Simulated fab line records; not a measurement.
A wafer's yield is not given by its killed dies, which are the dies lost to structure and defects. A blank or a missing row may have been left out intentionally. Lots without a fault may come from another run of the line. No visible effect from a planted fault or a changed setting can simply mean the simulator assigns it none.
Struck lot and sound lot, side by side    flow nand harc    15 out of 1159 route steps
Sound: the wafers L336.2, L336.3, L336.5. Struck: wafers L332.5, L332.6. The cause comes at the end.
Each step with rows lists, per side, the tool, then ch with its chambers, then its first start. Under that, the readings that differ: sound wafers    struck wafers    difference of the means    sigmas: that difference in standard deviations of wafers without a fault.
alike: words and numbers the same on both sides, and readings whose means are apart by under 2 such deviations; not compared: readings that were withheld, readings missing a value for some wafer, numbers with overlapping values and no deviation given by the record, and bounds like >300 which may hide the same value.
A row with sigmas, a row that says differs or no value, or rows on one side alone: a step with any of these is where the two part. Numbers that have no deviation but don't overlap get no sigmas and don't part them. Lack of a reading on every wafer of one side parts them only where that side has two or more wafers.

first, 1 step without rows for these wafers: NHARC_A_ONON_D1_DEP_00 (target thk 1000 nm).
NHARC_A_ONON_D1_THK_MEAS_02: measures by ellipsometry.
  struck on film metro-01, day 12 03:45; sound on film metro-02, day 12 16:46
reading      sound           struck   difference  sigmas
thk nm (nm)  1012 1011 1014  994 993  -19         -2
following that, 1 step holds no rows for these wafers, namely NHARC_A_ONON_D1_DEP_03 (target thickness 1000 nm).
NHARC_A_ONON_D1_THK_MEAS_05: measures by ellipsometry.
  struck on film metro-02, day 12 04:19; sound on film metro-02, day 12 17:20
  alike: thk nm
following that, 1 step holds no rows for these wafers, namely NHARC_A_ONON_D1_DEP_06 (target thickness 1000 nm).
NHARC_A_ONON_D1_THK_MEAS_08: measures by ellipsometry.
  struck on film metro-02, day 12 04:53; sound on film metro-02, day 12 17:53
  alike: thk nm
following that, 1 step holds no rows for these wafers, namely NHARC_A_ONON_D1_DEP_09 (target thickness 1000 nm).
NHARC_A_ONON_D1_THK_MEAS_11: measures by ellipsometry.
  struck on film metro-01, day 12 05:28; sound on film metro-01, day 12 18:28
reading      sound        struck     difference  sigmas
thk nm (nm)  985 985 984  1006 1005  +21         +3
following that, 1 step holds no rows for these wafers, namely NHARC_A_ONON_D1_DEP_12 (target thickness 1000 nm).
NHARC_A_ONON_D1_THK_MEAS_14: measures by ellipsometry.
  struck on film metro-01, day 12 06:03; sound on film metro-02, day 12 19:02
  alike: thk nm
then, 1 step without rows for these wafers: NHARC_A_ONON_D1_ANNEAL_15 (time 3600 s).
NHARC_A_ONON_D1_DEP_16: target thk 1000 nm.
  sound on pecvd onon-01 ch 0, day 13 01:40; struck on pecvd onon-03 ch 0, day 12 12:49
  alike: nh3 flow sccm
NHARC_A_ONON_D1_THK_MEAS_18: measures by ellipsometry.
  struck on film metro-01, day 12 13:06; sound on film metro-01, day 13 02:07
reading      sound         struck   difference  sigmas
thk nm (nm)  999 1001 999  938 937  -62         -6
following that, 1 step holds no rows for these wafers, namely NHARC_A_ONON_D1_DEP_19 (target thickness 1000 nm).
-- jump in the record: it breaks off in module A_ONON_D1 and resumes in module END (first step shown: number 1159 of the route), and 12 days separate the struck wafers' starts before and after --
NHARC_END_SORT_01:
  the record has rows for the struck wafers here (prober-02 ch 0, day 24 05:51) and none for the sound ones

== WHERE THEY PART ==
Earliest at NHARC_A_ONON_D1_THK_MEAS_02; latest, in this record, at NHARC_END_SORT_01.

WHY: whatever the simulator had introduced
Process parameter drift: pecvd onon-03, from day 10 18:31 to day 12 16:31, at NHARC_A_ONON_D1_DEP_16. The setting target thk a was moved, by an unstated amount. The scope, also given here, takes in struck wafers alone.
